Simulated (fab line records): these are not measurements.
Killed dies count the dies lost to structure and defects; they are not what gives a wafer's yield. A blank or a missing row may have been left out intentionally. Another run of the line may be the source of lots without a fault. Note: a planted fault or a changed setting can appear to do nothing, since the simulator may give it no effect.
Which tool was responsible? :: flow n5Finfet :: 12 lots, 33 wafers sampled, at 4 steps of a route of 1938

## WHAT THE GAUGES SHOWED, per wafer
Not one reading of a measure or inspect step in the record can be checked against a usual standard deviation.

## EACH LOT AND THE TOOL THAT RAN IT (in order: tool; ch and the chambers of the sampled wafers; start)
lot: L713
N5_BEOL_M5_STRIP_36: rieDiel-01 ch 1,3, day 8 12:26
N5_BEOL_M5_ETCH_41: rieDiel-01 ch 1,3, day 8 14:05 or earlier
N5_BEOL_M5_CVD_47: cvdCo-02 ch 1,2, day 8 14:05
N5_BEOL_M5_ANNEAL_49: pvdSputter-03, day 8 14:23

lot: L715
N5_BEOL_M5_STRIP_36: rieDiel-05 ch 0,1,2, day 8 15:05
N5_BEOL_M5_ETCH_41: rieDiel-05 ch 0,1,2, day 8 16:25 or earlier
N5_BEOL_M5_CVD_47: cvdCo-02 ch 1,2, day 8 16:25
N5_BEOL_M5_ANNEAL_49: pvdSputter-02, day 8 16:40

lot: L714
N5_BEOL_M5_STRIP_36: rieDiel-05 ch 0,1,3, day 8 22:35
N5_BEOL_M5_ETCH_41: rieDiel-05 ch 0,1,3, day 9 00:35 or earlier
N5_BEOL_M5_CVD_47: cvdCo-02 ch 0,2, day 9 00:35
N5_BEOL_M5_ANNEAL_49: pvdSputter-03, day 9 00:51

lot: L716
N5_BEOL_M5_STRIP_36: rieDiel-01 ch 1,2,3, day 9 03:36
N5_BEOL_M5_ETCH_41: rieDiel-01 ch 1,2,3, day 9 05:07 or earlier
N5_BEOL_M5_CVD_47: cvdCo-02 ch 0,1,2, day 9 05:07
N5_BEOL_M5_ANNEAL_49: pvdSputter-01, day 9 05:21

lot: L717
N5_BEOL_M5_STRIP_36: rieDiel-01 ch 2,3, day 9 06:08
N5_BEOL_M5_ETCH_41: rieDiel-01 ch 2,3, day 9 08:56 or earlier
N5_BEOL_M5_CVD_47: cvdCo-01 ch 2, day 9 08:56
N5_BEOL_M5_ANNEAL_49: pvdSputter-03, day 9 09:19

lot: L718
N5_BEOL_M5_STRIP_36: rieDiel-01 ch 2,3, day 9 17:10
N5_BEOL_M5_ETCH_41: rieDiel-01 ch 2,3, day 9 18:32 or earlier
N5_BEOL_M5_CVD_47: cvdCo-02 ch 1,2, day 9 18:32
N5_BEOL_M5_ANNEAL_49: pvdSputter-01, day 9 18:50

lot: L719
N5_BEOL_M5_STRIP_36: rieDiel-04 ch 1,3, day 9 20:37
N5_BEOL_M5_ETCH_41: rieDiel-04 ch 1,3, day 9 22:08 or earlier
N5_BEOL_M5_CVD_47: cvdCo-01 ch 0,2, day 9 22:08
N5_BEOL_M5_ANNEAL_49: pvdSputter-03, day 9 22:28

lot: L721
N5_BEOL_M5_STRIP_36: rieDiel-04 ch 0,3, day 10 17:01
N5_BEOL_M5_ETCH_41: rieDiel-04 ch 0,3, day 10 20:28 or earlier
N5_BEOL_M5_CVD_47: cvdCo-02 ch 1,2, day 10 20:28
N5_BEOL_M5_ANNEAL_49: pvdSputter-01, day 10 20:56

lot: L724
N5_BEOL_M5_STRIP_36: rieDiel-01 ch 1, day 11 14:00
N5_BEOL_M5_ETCH_41: rieDiel-01 ch 1, day 11 15:18 or earlier
N5_BEOL_M5_CVD_47: cvdCo-02 ch 0,2, day 11 15:18
N5_BEOL_M5_ANNEAL_49: pvdSputter-03, day 11 15:41

lot: L726
N5_BEOL_M5_STRIP_36: rieDiel-01 ch 3, day 11 19:46
N5_BEOL_M5_ETCH_41: rieDiel-01 ch 3, day 11 22:01 or earlier
N5_BEOL_M5_CVD_47: cvdCo-02 ch 0,1, day 11 22:01
N5_BEOL_M5_ANNEAL_49: pvdSputter-03, day 11 23:37

lot: L729
N5_BEOL_M5_STRIP_36: rieDiel-04 ch 0,1,3, day 12 03:56
N5_BEOL_M5_ETCH_41: rieDiel-04 ch 0,1,3, day 12 06:40 or earlier
N5_BEOL_M5_CVD_47: cvdCo-01 ch 1,2, day 12 06:40
N5_BEOL_M5_ANNEAL_49: pvdSputter-03, day 12 06:55

lot: L728
N5_BEOL_M5_STRIP_36: rieDiel-04 ch 1, day 12 06:36
N5_BEOL_M5_ETCH_41: rieDiel-04 ch 1, day 12 08:31 or earlier
N5_BEOL_M5_CVD_47: cvdCo-02 ch 1,2, day 12 08:31
N5_BEOL_M5_ANNEAL_49: pvdSputter-02, day 12 08:55
- N5_BEOL_M5_STRIP_36: strips in N2/H2.
- N5_BEOL_M5_ETCH_41: etches SiCN in CH3F/O2, target depth 31.5 nm, time 56.7 s.
- N5_BEOL_M5_CVD_47: deposits Co from CCTBA/H2, target thk 3 nm, time 216 s.
- N5_BEOL_M5_ANNEAL_49: time 1800 s.

## AS READ BY THE TOOLS THEMSELVES (means over the sampled wafers that have a number; for cases with no such wafer, the mark the record gives instead)
N5_BEOL_M5_STRIP_36. Usual: drypumpMotorCurrentA 5.8 A, standard deviation 0.43; n2FlowSccm 200.0 sccm, standard deviation 0.73; oesProductAu 0.81 a.u., standard deviation 0.064; rfVppV 59.0 V, standard deviation 1.5; showerheadPlenumPTorr 2.55 Torr, standard deviation 0.091; throttleValvePct 23.55 %, standard deviation 0.25.
lot: L713
tool: rieDiel-01
drypumpMotorCurrentA (A): 6.2
n2FlowSccm (sccm): 200.6
oesProductAu (a.u.): 0.82
rfVppV (V): 59.7
showerheadPlenumPTorr (Torr): 2.50
throttleValvePct (%): 23.48
flag: 

lot: L715
tool: rieDiel-05
drypumpMotorCurrentA (A): 5.8
n2FlowSccm (sccm): 200.2
oesProductAu (a.u.): 0.84
rfVppV (V): 58.2
showerheadPlenumPTorr (Torr): 2.54
throttleValvePct (%): 23.78
flag: 

lot: L714
tool: rieDiel-05
drypumpMotorCurrentA (A): 6.1
n2FlowSccm (sccm): 199.8
oesProductAu (a.u.): 0.82
rfVppV (V): 59.6
showerheadPlenumPTorr (Torr): 2.55
throttleValvePct (%): 23.69
flag: 

lot: L716
tool: rieDiel-01
drypumpMotorCurrentA (A): 5.8
n2FlowSccm (sccm): 200.4
oesProductAu (a.u.): 0.81
rfVppV (V): 58.7
showerheadPlenumPTorr (Torr): 2.48
throttleValvePct (%): 23.52
flag: 

lot: L717
tool: rieDiel-01
drypumpMotorCurrentA (A): 5.7
n2FlowSccm (sccm): 199.9
oesProductAu (a.u.): 0.78
rfVppV (V): 58.8
showerheadPlenumPTorr (Torr): 2.50
throttleValvePct (%): 23.39
flag: 

lot: L718
tool: rieDiel-01
drypumpMotorCurrentA (A): 5.4
n2FlowSccm (sccm): 199.5
oesProductAu (a.u.): 0.78
rfVppV (V): 58.5
showerheadPlenumPTorr (Torr): 2.47
throttleValvePct (%): 23.58
flag: 

lot: L719
tool: rieDiel-04
drypumpMotorCurrentA (A): 5.9
n2FlowSccm (sccm): 200.3
oesProductAu (a.u.): 0.88
rfVppV (V): 59.4
showerheadPlenumPTorr (Torr): 2.69
throttleValvePct (%): 23.61
flag: 

lot: L721
tool: rieDiel-04
drypumpMotorCurrentA (A): 5.3
n2FlowSccm (sccm): 200.1
oesProductAu (a.u.): 0.80
rfVppV (V): 58.8
showerheadPlenumPTorr (Torr): 2.57
throttleValvePct (%): 23.33
flag: 

lot: L724
tool: rieDiel-01
drypumpMotorCurrentA (A): 6.3
n2FlowSccm (sccm): 200.4
oesProductAu (a.u.): 0.81
rfVppV (V): 59.8
showerheadPlenumPTorr (Torr): 2.46
throttleValvePct (%): 23.65
flag: 

lot: L726
tool: rieDiel-01
drypumpMotorCurrentA (A): 6.0
n2FlowSccm (sccm): 200.2
oesProductAu (a.u.): 0.76
rfVppV (V): 58.7
showerheadPlenumPTorr (Torr): 2.52
throttleValvePct (%): 23.23
flag: 

lot: L729
tool: rieDiel-04
drypumpMotorCurrentA (A): 5.6
n2FlowSccm (sccm): 199.4
oesProductAu (a.u.): 0.82
rfVppV (V): 59.7
showerheadPlenumPTorr (Torr): 2.62
throttleValvePct (%): 23.49
flag: 

lot: L728
tool: rieDiel-04
drypumpMotorCurrentA (A): 5.9
n2FlowSccm (sccm): 199.2
oesProductAu (a.u.): 0.82
rfVppV (V): 60.1
showerheadPlenumPTorr (Torr): 2.68
throttleValvePct (%): 23.77
flag: 

N5_BEOL_M5_ETCH_41. Usual: drypumpMotorCurrentA 5.8 A, standard deviation 0.42; oesProductAu 0.81 a.u., standard deviation 0.062; rfVppV 297.6 V, standard deviation 1.6; showerheadPlenumPTorr 2.02 Torr, standard deviation 0.067; throttleValvePct 16.27 %, standard deviation 0.17.
lot: L713
tool: rieDiel-01
drypumpMotorCurrentA (A): 6.2
oesProductAu (a.u.): 0.82
rfVppV (V): 296.3
showerheadPlenumPTorr (Torr): 1.97
throttleValvePct (%): 16.12
flag: 

lot: L715
tool: rieDiel-05
drypumpMotorCurrentA (A): 5.8
oesProductAu (a.u.): 0.84
rfVppV (V): 297.0
showerheadPlenumPTorr (Torr): 2.00
throttleValvePct (%): 16.34
flag: 

lot: L714
tool: rieDiel-05
drypumpMotorCurrentA (A): 6.1
oesProductAu (a.u.): 0.81
rfVppV (V): 297.0
showerheadPlenumPTorr (Torr): 2.01
throttleValvePct (%): 16.32
flag: 

lot: L716
tool: rieDiel-01
drypumpMotorCurrentA (A): 5.8
oesProductAu (a.u.): 0.80
rfVppV (V): 297.3
showerheadPlenumPTorr (Torr): 1.97
throttleValvePct (%): 16.26
flag: 

lot: L717
tool: rieDiel-01
drypumpMotorCurrentA (A): 5.7
oesProductAu (a.u.): 0.78
rfVppV (V): 297.2
showerheadPlenumPTorr (Torr): 2.00
throttleValvePct (%): 16.35
flag: 

lot: L718
tool: rieDiel-01
drypumpMotorCurrentA (A): 5.4
oesProductAu (a.u.): 0.79
rfVppV (V): 296.9
showerheadPlenumPTorr (Torr): 1.96
throttleValvePct (%): 16.40
flag: 

lot: L719
tool: rieDiel-04
drypumpMotorCurrentA (A): 5.8
oesProductAu (a.u.): 0.88
rfVppV (V): 299.8
showerheadPlenumPTorr (Torr): 2.12
throttleValvePct (%): 16.21
flag: 

lot: L721
tool: rieDiel-04
drypumpMotorCurrentA (A): 5.3
oesProductAu (a.u.): 0.80
rfVppV (V): 297.1
showerheadPlenumPTorr (Torr): 2.04
throttleValvePct (%): 16.23
flag: 

lot: L724
tool: rieDiel-01
drypumpMotorCurrentA (A): 6.3
oesProductAu (a.u.): 0.81
rfVppV (V): 295.4
showerheadPlenumPTorr (Torr): 1.94
throttleValvePct (%): 16.09
flag: 

lot: L726
tool: rieDiel-01
drypumpMotorCurrentA (A): 6.0
oesProductAu (a.u.): 0.75
rfVppV (V): 296.8
showerheadPlenumPTorr (Torr): 2.01
throttleValvePct (%): 16.35
flag: 

lot: L729
tool: rieDiel-04
drypumpMotorCurrentA (A): 5.5
oesProductAu (a.u.): 0.82
rfVppV (V): 299.0
showerheadPlenumPTorr (Torr): 2.07
throttleValvePct (%): 16.24
flag: 

lot: L728
tool: rieDiel-04
drypumpMotorCurrentA (A): 5.8
oesProductAu (a.u.): 0.82
rfVppV (V): 299.6
showerheadPlenumPTorr (Torr): 2.10
throttleValvePct (%): 16.31
flag: 

N5_BEOL_M5_CVD_47. Usual: 238.8 s for runLengthS, sd 0.41.
lot: L713
tool: cvdCo-02
runLengthS (s): 238.3
flag: 

lot: L715
tool: cvdCo-02
runLengthS (s): 238.8
flag: 

lot: L714
tool: cvdCo-02
runLengthS (s): 238.8
flag: 

lot: L716
tool: cvdCo-02
runLengthS (s): 238.8
flag: 

lot: L717
tool: cvdCo-01
runLengthS (s): 238.7
flag: 

lot: L718
tool: cvdCo-02
runLengthS (s): 238.7
flag: 

lot: L719
tool: cvdCo-01
runLengthS (s): 238.8
flag: 

lot: L721
tool: cvdCo-02
runLengthS (s): 238.4
flag: 

lot: L724
tool: cvdCo-02
runLengthS (s): 271.1
flag: OFF

lot: L726
tool: cvdCo-02
runLengthS (s): 271.1
flag: OFF

lot: L729
tool: cvdCo-01
runLengthS (s): 239.5
flag: 

lot: L728
tool: cvdCo-02
runLengthS (s): 271.1
flag: OFF

N5_BEOL_M5_ANNEAL_49. Usual: 802 W for heaterPowerW, sd 94.
lot: L713
tool: pvdSputter-03
heaterPowerW (W): 848
flag: 

lot: L715
tool: pvdSputter-02
heaterPowerW (W): 752
flag: 

lot: L714
tool: pvdSputter-03
heaterPowerW (W): 831
flag: 

lot: L716
tool: pvdSputter-01
heaterPowerW (W): 814
flag: 

lot: L717
tool: pvdSputter-03
heaterPowerW (W): 787
flag: 

lot: L718
tool: pvdSputter-01
heaterPowerW (W): 818
flag: 

lot: L719
tool: pvdSputter-03
heaterPowerW (W): 744
flag: 

lot: L721
tool: pvdSputter-01
heaterPowerW (W): 793
flag: 

lot: L724
tool: pvdSputter-03
heaterPowerW (W): 856
flag: 

lot: L726
tool: pvdSputter-03
heaterPowerW (W): 784
flag: 

lot: L729
tool: pvdSputter-03
heaterPowerW (W): 748
flag: 

lot: L728
tool: pvdSputter-02
heaterPowerW (W): 834
flag: 

## THE ANSWER, worked out from the rows above alone
Rule: take the mean of a lot's wafers that have a number; if it is more than 3 standard deviations from the usual mean, the lot is off. A lot without any number at a reading at which 4 lots or more have one is off too. Where the step has rows for the other lots, those lots are counted as sound. First the gauges in route order, then the tools' own readings, where a lot's mean is used as printed above. At the first step where some lot is off, the reading lying furthest off is the one used; lots without a number count as furthest.
Off, at N5_BEOL_M5_CVD_47 on runLengthS: L724, L726, L728.
A tool fits if, at that step or a process step before it, it ran every lot that is off, and no sound lot after the first of them. N5_BEOL_M5_ETCH_41 gives no start for some lots, so the hours and the order of its lots are those of N5_BEOL_M5_CVD_47. One candidate fits, namely cvdCo-02 at N5_BEOL_M5_CVD_47. Its last sound lot is L721 (day 10 20:28), its first lot that is off L724 (day 11 15:18): a fault that began between those two fits.
On the lots that are off, the tool's own readings at N5_BEOL_M5_CVD_47 differ by more than 5 times the standard deviation of the sound lots' means, which bears it out; runLengthS reads 271.1 s there versus 238.8 s on the sound lots.

## WHAT THE SIMULATOR HAD INSERTED
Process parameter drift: cvdCo-02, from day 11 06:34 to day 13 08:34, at N5_BEOL_M5_CVD_47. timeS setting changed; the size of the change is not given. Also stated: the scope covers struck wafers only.
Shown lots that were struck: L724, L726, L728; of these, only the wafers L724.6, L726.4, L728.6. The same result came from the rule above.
